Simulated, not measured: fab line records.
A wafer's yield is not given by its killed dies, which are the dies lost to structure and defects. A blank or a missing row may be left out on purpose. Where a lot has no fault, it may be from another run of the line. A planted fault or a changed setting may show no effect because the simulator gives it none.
Split-lot experiment / flow n5 finfet / 21 wafers read from 7 lots, route of 1938 steps

## ON THE SPLIT
At N5_BEOL_M3_COAT_76 (time 60 s, resist thk 5 nm), the setting spin rpm was moved away from the recipe's 1500 rpm on 4 of the 21 wafers read, by -3.7% to +8.9%. For the rest of the wafers, this setting stayed at what the recipe calls for.

## FROM THE SPLIT TO THE READING: what the file shows between them, 4 steps
- N5_BEOL_M3_EXPOSE_25: exposes mask V2, defocus 5 nm (also split here: dose mj)
- N5_BEOL_M3_PEB_26: peb time 60 s
- N5_BEOL_M3_DEVELOP_27: develop time 30 s
- N5_BEOL_M3_DESCUM_33: chemistry O2, time 7 s

## THE READING
etch.depth nm (the simulator's own value, which no gauge read), in nm, at N5_BEOL_M3_ETCH_77 (etches underlayer in N2/H2, target depth 6.5 nm, time 5.2 s). No usual value for it is given in the file. Here, 17 wafers ran the recipe; their average is 5.000 nm with a standard deviation of 0.014 nm.

wafer=L074.1; tool, chamber at the split=litho track-04, 0; spin rpm as run, rpm=1445; against the recipe=-3.7%; etch.depth nm, nm=5.104; against lot-mates on the recipe=+0.087
wafer=L074.3; tool, chamber at the split=litho track-04, 0; spin rpm as run, rpm=1445; against the recipe=-3.7%; etch.depth nm, nm=5.127; against lot-mates on the recipe=+0.110
wafer=L074.4; tool, chamber at the split=litho track-04, 0; spin rpm as run, rpm=1500; against the recipe=recipe; etch.depth nm, nm=5.017; against lot-mates on the recipe=-
wafer=L081.4; tool, chamber at the split=litho track-04, 0; spin rpm as run, rpm=1500; against the recipe=recipe; etch.depth nm, nm=5; against lot-mates on the recipe=-
wafer=L081.5; tool, chamber at the split=litho track-04, 0; spin rpm as run, rpm=1500; against the recipe=recipe; etch.depth nm, nm=5.01; against lot-mates on the recipe=-
wafer=L081.6; tool, chamber at the split=litho track-04, 0; spin rpm as run, rpm=1500; against the recipe=recipe; etch.depth nm, nm=5.001; against lot-mates on the recipe=-
wafer=L084.1; tool, chamber at the split=litho track-05, 0; spin rpm as run, rpm=1500; against the recipe=recipe; etch.depth nm, nm=4.971; against lot-mates on the recipe=-
wafer=L084.2; tool, chamber at the split=litho track-05, 0; spin rpm as run, rpm=1544; against the recipe=+2.9%; etch.depth nm, nm=4.914; against lot-mates on the recipe=-0.064
wafer=L084.6; tool, chamber at the split=litho track-05, 0; spin rpm as run, rpm=1500; against the recipe=recipe; etch.depth nm, nm=4.985; against lot-mates on the recipe=-
wafer=L086.3; tool, chamber at the split=litho track-04, 0; spin rpm as run, rpm=1500; against the recipe=recipe; etch.depth nm, nm=5.022; against lot-mates on the recipe=-
wafer=L086.4; tool, chamber at the split=litho track-04, 0; spin rpm as run, rpm=1500; against the recipe=recipe; etch.depth nm, nm=5.02; against lot-mates on the recipe=-
wafer=L086.5; tool, chamber at the split=litho track-04, 0; spin rpm as run, rpm=1500; against the recipe=recipe; etch.depth nm, nm=5.008; against lot-mates on the recipe=-
wafer=L089.2; tool, chamber at the split=litho track-05, 0; spin rpm as run, rpm=1634; against the recipe=+8.9%; etch.depth nm, nm=4.785; against lot-mates on the recipe=-0.198
wafer=L089.3; tool, chamber at the split=litho track-05, 0; spin rpm as run, rpm=1500; against the recipe=recipe; etch.depth nm, nm=4.988; against lot-mates on the recipe=-
wafer=L089.6; tool, chamber at the split=litho track-05, 0; spin rpm as run, rpm=1500; against the recipe=recipe; etch.depth nm, nm=4.978; against lot-mates on the recipe=-
wafer=L090.2; tool, chamber at the split=litho track-01, 0; spin rpm as run, rpm=1500; against the recipe=recipe; etch.depth nm, nm=5.004; against lot-mates on the recipe=-
wafer=L090.3; tool, chamber at the split=litho track-01, 0; spin rpm as run, rpm=1500; against the recipe=recipe; etch.depth nm, nm=4.993; against lot-mates on the recipe=-
wafer=L090.5; tool, chamber at the split=litho track-01, 0; spin rpm as run, rpm=1500; against the recipe=recipe; etch.depth nm, nm=4.991; against lot-mates on the recipe=-
wafer=L091.3; tool, chamber at the split=litho track-05, 0; spin rpm as run, rpm=1500; against the recipe=recipe; etch.depth nm, nm=5; against lot-mates on the recipe=-
wafer=L091.4; tool, chamber at the split=litho track-05, 0; spin rpm as run, rpm=1500; against the recipe=recipe; etch.depth nm, nm=5.007; against lot-mates on the recipe=-
wafer=L091.6; tool, chamber at the split=litho track-05, 0; spin rpm as run, rpm=1500; against the recipe=recipe; etch.depth nm, nm=5.005; against lot-mates on the recipe=-

THE FIT
A straight line over all 21 wafers: etch.depth nm changes by -0.0263 nm for each +1% of spin rpm; r = -0.97; the points scatter about the line by 0.016 nm.
The same after taking each lot's own level away (the mean of its wafers on the recipe; 21 wafers): -0.0233 nm for each +1%; r = -0.99; scatter 0.0076 nm.
On that fit, the largest move of spin rpm shifts the reading by 0.21 nm.
The lots' own levels span 4.9780 to 5.0170 nm, that is 2.8 times the standard deviation above.
Thus the slope moves with the lot-to-lot level: the two fits are different.
Check: with one of the wafers moved furthest among these (+8.9%) left out of the fit, the line predicts -0.227 nm for it against its lot-mates. It came out at -0.198 nm against them.

## ADDITIONAL SPLITS CARRIED BY THESE WAFERS
Other splits were also applied to these wafers ahead of the reading. Each is held against what the fit with the lots' levels taken away leaves over:
other split on the same wafers=N5_BEOL_M2_TRENCH_ETCH_37 time s; wafers away from the commonest value=11; r with etch.depth nm (lot level and that fit taken away)=+0.32
other split on the same wafers=N5_BEOL_M3_EXPOSE_25 dose mj; wafers away from the commonest value=7; r with etch.depth nm (lot level and that fit taken away)=-0.31

## THE FILE'S OWN FIT
etch.depth nm changes by -0.0228 nm for each +1% of spin rpm, r = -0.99.
